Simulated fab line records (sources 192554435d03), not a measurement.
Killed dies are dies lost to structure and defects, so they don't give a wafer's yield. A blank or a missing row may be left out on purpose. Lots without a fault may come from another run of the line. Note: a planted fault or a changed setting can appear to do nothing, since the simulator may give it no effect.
Chamber matching	flow n5_finfet	N5_PMOS_HMC_CHANNEL_EPI_ETCH_38 on rie_si-06: 4 sister chambers
The step etches SiO2 in CF4, target depth 1.5 nm. 8 wafers are shown with their chamber, then 9 later ones without.

== WAFERS, EACH WITH ITS CHAMBER ==
wafer	chamber	throttle_valve_pct (%)	drypump_motor_current_A (A)
L082.2	2	22.00	6.3
L084.2	2	21.99	6.3
L084.3	1	21.85	5.0
L086.6	1	21.86	5.0
L087.2	3	21.54	5.1
L089.3	0	21.58	5.9
L089.5	0	21.58	5.9
L089.6	3	21.55	5.2

== WAFERS WHOSE CHAMBER IS MISSING ==
wafer	throttle_valve_pct (%)	drypump_motor_current_A (A)
L091.1	21.86	4.9
L091.2	21.59	5.9
L091.4	21.99	6.3
L095.3	21.58	5.9
L095.4	21.56	5.1
L095.6	21.98	6.3
L096.2	21.86	5.0
L096.4	21.58	5.9
L096.6	21.88	5.0

== EACH ONE'S CHAMBER ==
wafer	from the rows above	in truth
L091.1	1	1
L091.2	0	0
L091.4	2	2
L095.3	0	0
L095.4	3	3
L095.6	2	2
L096.2	1	1
L096.4	0	0
L096.6	1	1
Placed correctly: 9 of 9. Left unplaced by these rows: 0. 0 placed wrongly.
How it was worked out, from the rows above alone: a wafer's distance from a chamber is the root of the sum, over the readings, of the square of ((its reading less the chamber's mean) divided by the reading's scatter). The wafer belongs to the nearest chamber; if the next one is less than 2 further off, it can't be placed. The mean given for a chamber averages the wafers shown for that chamber. The scatter: the root of (the sum of the squares of (reading less its chamber's mean) over the shown wafers, divided by (wafers less chambers)).
